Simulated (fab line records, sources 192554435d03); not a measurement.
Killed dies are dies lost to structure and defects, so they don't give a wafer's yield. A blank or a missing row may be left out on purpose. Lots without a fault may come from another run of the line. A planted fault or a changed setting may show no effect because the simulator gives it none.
Which tool did it? | flow n5_finfet | 9 lots, 27 wafers sampled, at 5 steps of a route of 1938

WHAT THE GAUGES READ, wafer by wafer
N5_BEOL_M4_RC_MEAS_101. Usual: DIBL_N 36.2 mV/V, standard deviation 2.4; DIBL_P 36.2 mV/V, standard deviation 2.6; IOFF_N 0.16 nA/um, standard deviation 0.045; IOFF_N_85C 3.1 nA/um, standard deviation 0.71; IOFF_N_LIN 0.074 nA/um, standard deviation 0.016; IOFF_N_LONG 5.58e-05 nA/um, standard deviation 2.7e-06; IOFF_P 0.21 nA/um, standard deviation 0.046; ION_N 674 uA/um, standard deviation 17; ION_P 463 uA/um, standard deviation 11; SS_N 71.5 mV/dec, standard deviation 0.77; SS_P 73.1 mV/dec, standard deviation 0.76; VT_N 250 mV, standard deviation 3.9; VT_N_LONG 274.7 mV, standard deviation 2; VT_P -250 mV, standard deviation 3.9.
lot  | measured     | on        | DIBL_N (mV/V)  | DIBL_P (mV/V)  | IOFF_N (nA/um) | IOFF_N_85C (nA/um) | IOFF_N_LIN (nA/um) | IOFF_N_LONG (nA/um)         | IOFF_P (nA/um) | ION_N (uA/um) | ION_P (uA/um) | SS_N (mV/dec)  | SS_P (mV/dec)  | VT_N (mV)   | VT_N_LONG (mV)    | VT_P (mV)      | flag
L408 | day 8 20:34  | prober-01 | 35.7 33.3 34.0 | 35.2 34.2 35.0 | 0.16 0.12 0.12 | 3.2 2.4 2.5        | 0.066 0.055 0.058  | 5.54e-05 5.33e-05 5.25e-05  | 0.19 0.17 0.19 | 665 652 651   | 452 453 457   | 71.9 70.8 70.7 | 72.6 72.6 72.9 | 251 254 256 | 276.7 273.9 278.6 | -254 -253 -251 |
L411 | day 11 00:43 | prober-02 | 37.0 35.3 33.9 | 38.8 36.0 35.8 | 0.17 0.12 0.12 | 3.2 2.5 2.5        | 0.078 0.056 0.061  | 5.28e-05 5.3e-05 5.37e-05   | 0.20 0.16 0.17 | 672 641 678   | 458 444 461   | 71.5 71.7 70.7 | 72.0 72.7 72.2 | 248 255 252 | 274.7 280.2 279.0 | -249 -256 -253 |
L412 | day 11 03:40 | prober-01 | 40.9 37.9 39.6 | 41.8 38.4 40.5 | 0.28 0.17 0.23 | 4.9 3.3 4.2        | 0.114 0.075 0.094  | 5.38e-05 5.15e-05 5.15e-05  | 0.27 0.20 0.25 | 720 669 676   | 480 458 452   | 72.5 71.7 71.9 | 74.7 74.6 75.0 | 244 251 247 | 275.4 275.6 274.3 | -247 -252 -249 |
L414 | day 11 08:01 | prober-01 | 34.0 34.9 33.6 | 34.1 35.0 33.5 | 0.85 0.13 0.12 | 12.6 2.7 2.4       | 0.417 0.065 0.058  | 0.0003357 5.9e-05 5.91e-05  | 0.19 0.20 0.19 | 678 666 670   | 472 468 471   | 70.7 70.3 70.2 | 72.3 72.8 72.8 | 198 253 252 | 216.8 273.1 276.6 | -249 -247 -250 | OFF
L415 | day 11 09:36 | prober-01 | 37.6 31.5 36.7 | 36.0 28.5 34.3 | 0.40 0.09 0.47 | 6.6 1.9 7.5        | 0.182 0.049 0.221  | 0.000112 5.91e-05 0.0001402 | 0.26 0.14 0.23 | 673 648 683   | 466 451 471   | 71.2 69.6 71.2 | 73.7 72.5 73.0 | 227 254 217 | 250.9 272.7 242.8 | -246 -254 -243 | OFF
L418 | day 11 17:31 | prober-01 | 35.7 34.6 36.0 | 38.0 36.0 37.9 | 0.18 0.16 0.16 | 3.5 3.0 3.1        | 0.085 0.073 0.075  | 5.8e-05 5.79e-05 5.78e-05   | 0.21 0.18 0.20 | 688 691 665   | 468 468 458   | 71.6 71.2 71.8 | 73.2 72.8 73.8 | 247 248 250 | 273.5 272.7 272.3 | -251 -252 -252 |
L422 | day 13 04:14 | prober-01 | 34.2 37.1 35.1 | 33.9 35.9 34.9 | 0.14 0.18 0.14 | 2.8 3.6 2.9        | 0.068 0.081 0.067  | 5.74e-05 5.83e-05 5.63e-05  | 0.18 0.22 0.21 | 684 680 660   | 469 471 455   | 70.8 71.7 72.4 | 72.9 73.4 72.9 | 252 252 251 | 273.3 274.4 274.3 | -252 -249 -246 |
L425 | day 13 21:27 | prober-02 | 35.4 33.3 34.5 | 35.4 32.2 34.5 | 0.14 0.10 0.13 | 2.8 2.1 2.5        | 0.068 0.050 0.062  | 5.21e-05 5.19e-05 5.26e-05  | 0.22 0.17 0.21 | 663 647 674   | 456 452 474   | 70.9 70.8 71.5 | 73.0 72.6 72.9 | 250 258 255 | 278.4 277.8 276.6 | -248 -251 -250 |
L426 | day 14 07:34 | prober-01 | 33.8 38.3 32.8 | 34.0 38.9 33.3 | 0.13 0.21 0.12 | 2.6 3.9 2.5        | 0.064 0.094 0.063  | 5.72e-05 5.85e-05 5.79e-05  | 0.21 0.28 0.19 | 661 687 688   | 458 475 477   | 71.6 71.9 72.0 | 72.5 73.3 71.6 | 253 247 253 | 272.2 272.6 275.1 | -248 -245 -250 |

WHICH TOOL RAN EACH LOT (tool, then ch and the chambers of the sampled wafers, then the start)
lot  | N5_HKMG_FIN_ETCH_54               | N5_HKMG_FIN_ETCH_58               | N5_HKMG_FIN_ALD_79                 | N5_HKMG_FIN_CVD_62
L408 | rie_diel-03 ch 0,2,3, day 5 08:40 | rie_diel-03 ch 0,2,3, day 5 08:56 | ald_metal-03 ch 0,3, day 5 10:08   | thermal_cvd_si-01 ch 0,1,2, day 5 10:30
L411 | rie_diel-04 ch 2,3, day 6 03:02   | rie_diel-04 ch 2,3, day 6 03:17   | ald_metal-04 ch 0,1,2, day 6 04:26 | thermal_cvd_si-02 ch 0,2, day 6 04:47
L412 | rie_diel-03 ch 1,2,3, day 6 05:50 | rie_diel-03 ch 1,2,3, day 6 06:05 | ald_metal-02 ch 1,2,3, day 6 07:16 | thermal_cvd_si-01 ch 0,2, day 6 07:38
L414 | rie_diel-03 ch 0,3, day 6 20:16   | rie_diel-03 ch 0,3, day 6 20:31   | ald_metal-03 ch 1,2,3, day 6 21:46 | thermal_cvd_si-01 ch 0,1,2, day 6 22:00
L415 | rie_diel-03 ch 1,2,3, day 7 02:28 | rie_diel-03 ch 1,2,3, day 7 02:44 | ald_metal-04 ch 0,1,3, day 7 03:47 | thermal_cvd_si-02 ch 0,1, day 7 04:10
L418 | rie_diel-05 ch 0,1,3, day 8 00:16 | rie_diel-05 ch 0,1,3, day 8 00:32 | ald_metal-04 ch 0,1, day 8 01:36   | thermal_cvd_si-01 ch 0,2, day 8 01:58
L422 | rie_diel-04 ch 0,1,2, day 8 20:26 | rie_diel-04 ch 0,1,2, day 8 20:41 | ald_metal-04 ch 1,3, day 8 21:50   | thermal_cvd_si-01 ch 0,1,2, day 8 22:12
L425 | rie_diel-04 ch 1,2,3, day 9 12:47 | rie_diel-04 ch 1,2,3, day 9 13:02 | ald_metal-03 ch 0,1,2, day 9 14:07 | thermal_cvd_si-02 ch 1,2, day 9 14:28
L426 | rie_diel-04 ch 0,2, day 9 17:40   | rie_diel-04 ch 0,2, day 9 17:56   | ald_metal-02 ch 0,1,3, day 9 19:00 | thermal_cvd_si-01 ch 0,1,2, day 9 19:22
- N5_HKMG_FIN_ETCH_54: etches SiARC in CF4, target depth 45.5 nm, time 75.8 s.
- N5_HKMG_FIN_ETCH_58: etches SOC in N2/H2, target depth 215.8 nm, time 741 s.
- N5_HKMG_FIN_ALD_79: deposits TiN, target thk 1.5 nm, pulse time 1 s, purge time 3 s.
- N5_HKMG_FIN_CVD_62: deposits a-Si from Si2H6, target thk 3 nm, time 20.8 s.

WHAT THE TOOLS THEMSELVES READ (means of the sampled wafers that have a number; where no wafer has one, the mark that the record gives instead)
N5_HKMG_FIN_ETCH_54. Usual: bias_w 36.00 W, standard deviation 0.1; drypump_motor_current_A 5.8 A, standard deviation 0.31; etch_rf_on_time_s 76 s, standard deviation 3.1; oes_product_au 0.70 a.u., standard deviation 0.089; rf_vpp_V 183.9 V, standard deviation 1.1; showerhead_plenum_p_Torr 2.13 Torr, standard deviation 0.073; throttle_valve_pct 15.53 %, standard deviation 0.21.
lot  | tool        | bias_w (W) | drypump_motor_current_A (A) | etch_rf_on_time_s (s) | oes_product_au (a.u.) | rf_vpp_V (V) | showerhead_plenum_p_Torr (Torr) | throttle_valve_pct (%) | flag
L408 | rie_diel-03 | 36.06      | 5.7                         | 75                    | 0.69                  | 185.5        | 2.21                            | 15.66                  |
L411 | rie_diel-04 | 35.93      | 6.0                         | 74                    | 0.82                  | 183.7        | 2.10                            | 15.37                  |
L412 | rie_diel-03 | 35.97      | 5.8                         | 76                    | 0.77                  | 184.6        | 2.19                            | 15.62                  |
L414 | rie_diel-03 | 35.93      | 5.6                         | 76                    | 0.62                  | 184.8        | 2.18                            | 15.65                  |
L415 | rie_diel-03 | 36.03      | 5.8                         | 75                    | 0.76                  | 183.9        | 2.18                            | 15.63                  |
L418 | rie_diel-05 | 36.02      | 5.6                         | 74                    | 0.65                  | 184.2        | 2.17                            | 15.61                  |
L422 | rie_diel-04 | 36.04      | 5.8                         | 79                    | 0.64                  | 182.4        | 2.05                            | 15.41                  |
L425 | rie_diel-04 | 36.00      | 6.0                         | 78                    | 0.69                  | 182.9        | 2.07                            | 15.37                  |
L426 | rie_diel-04 | 36.02      | 5.7                         | 77                    | 0.69                  | 183.1        | 2.07                            | 15.40                  |

N5_HKMG_FIN_ETCH_58. Usual: bias_w 13.01 W, standard deviation 0.04; drypump_motor_current_A 5.8 A, standard deviation 0.31; oes_product_au 0.82 a.u., standard deviation 0.11; rf_vpp_V 99.0 V, standard deviation 0.91; run_length_s 764.3 s, standard deviation 0.44; showerhead_plenum_p_Torr 2.53 Torr, standard deviation 0.094; throttle_valve_pct 17.72 %, standard deviation 0.27.
lot  | tool        | bias_w (W) | drypump_motor_current_A (A) | oes_product_au (a.u.) | rf_vpp_V (V) | run_length_s (s) | showerhead_plenum_p_Torr (Torr) | throttle_valve_pct (%) | flag
L408 | rie_diel-03 | 12.98      | 5.7                         | 0.82                  | 100.2        | 763.9            | 2.65                            | 17.96                  |
L411 | rie_diel-04 | 13.00      | 6.1                         | 0.96                  | 98.5         | 764.0            | 2.48                            | 17.55                  |
L412 | rie_diel-03 | 13.06      | 5.8                         | 0.90                  | 99.1         | 764.6            | 2.60                            | 17.89                  |
L414 | rie_diel-03 | 13.01      | 5.6                         | 0.73                  | 99.1         | 720.8            | 2.62                            | 18.00                  | OFF
L415 | rie_diel-03 | 12.95      | 5.8                         | 0.88                  | 98.7         | 678.3            | 2.60                            | 17.91                  | OFF
L418 | rie_diel-05 | 12.97      | 5.6                         | 0.77                  | 99.1         | 764.8            | 2.58                            | 17.83                  |
L422 | rie_diel-04 | 12.97      | 5.7                         | 0.75                  | 97.9         | 764.8            | 2.43                            | 17.60                  |
L425 | rie_diel-04 | 13.04      | 6.0                         | 0.81                  | 98.6         | 764.0            | 2.45                            | 17.56                  |
L426 | rie_diel-04 | 13.00      | 5.7                         | 0.79                  | 98.6         | 764.1            | 2.46                            | 17.70                  |

N5_HKMG_FIN_ALD_79. Usual: heater_power_w 858 W, standard deviation 81; precursor_pulse_height_rel 1.001, standard deviation 0.019.
lot  | tool         | heater_power_w (W) | precursor_pulse_height_rel | flag
L408 | ald_metal-03 | 890                | 0.996                      |
L411 | ald_metal-04 | 825                | 1.002                      |
L412 | ald_metal-02 | 852                | 1.007                      |
L414 | ald_metal-03 | 881                | 0.981                      |
L415 | ald_metal-04 | 836                | 0.997                      |
L418 | ald_metal-04 | 790                | 0.999                      |
L422 | ald_metal-04 | 895                | 1.004                      |
L425 | ald_metal-03 | 948                | 1.003                      |
L426 | ald_metal-02 | 816                | 1.000                      |

N5_HKMG_FIN_CVD_62. Usual: heater_power_w 1415 W, standard deviation 110.
lot  | tool              | heater_power_w (W) | flag
L408 | thermal_cvd_si-01 | 1379               |
L411 | thermal_cvd_si-02 | 1491               |
L412 | thermal_cvd_si-01 | 1385               |
L414 | thermal_cvd_si-01 | 1359               |
L415 | thermal_cvd_si-02 | 1492               |
L418 | thermal_cvd_si-01 | 1388               |
L422 | thermal_cvd_si-01 | 1391               |
L425 | thermal_cvd_si-02 | 1396               |
L426 | thermal_cvd_si-01 | 1370               |

THE ANSWER, worked out from the rows above alone
Rule: a lot is off if the mean of its wafers that have a number lies more than 3 standard deviations from the usual mean. A lot without any number at a reading at which 4 lots or more have one is off too. The other lots that the step has rows for count as sound. The gauges are gone through in route order, then the tools' own readings, and for those a lot's mean is taken as printed above. The first step at which some lot is off is used, and at that step the reading that is off furthest; a lot without a number counts as furthest.
Off: L414, L415, at N5_BEOL_M4_RC_MEAS_101 (IOFF_N_LONG).
A tool fits if, at a process step before that reading, it ran every lot that is off, and no sound lot after the first of them. The gauges at N5_BEOL_M4_RC_MEAS_101 aren't tried: what is off there is off at N5_HKMG_FIN_ETCH_58 too, on other tools, and a gauge's error can't cause that. One fits: rie_diel-03 at N5_HKMG_FIN_ETCH_54 and N5_HKMG_FIN_ETCH_58. At N5_HKMG_FIN_ETCH_54 its last sound lot is L412 (day 6 05:50), its first lot that is off L414 (day 6 20:16): a fault that began between those two fits.

WHAT THE SIMULATOR HAD PUT IN
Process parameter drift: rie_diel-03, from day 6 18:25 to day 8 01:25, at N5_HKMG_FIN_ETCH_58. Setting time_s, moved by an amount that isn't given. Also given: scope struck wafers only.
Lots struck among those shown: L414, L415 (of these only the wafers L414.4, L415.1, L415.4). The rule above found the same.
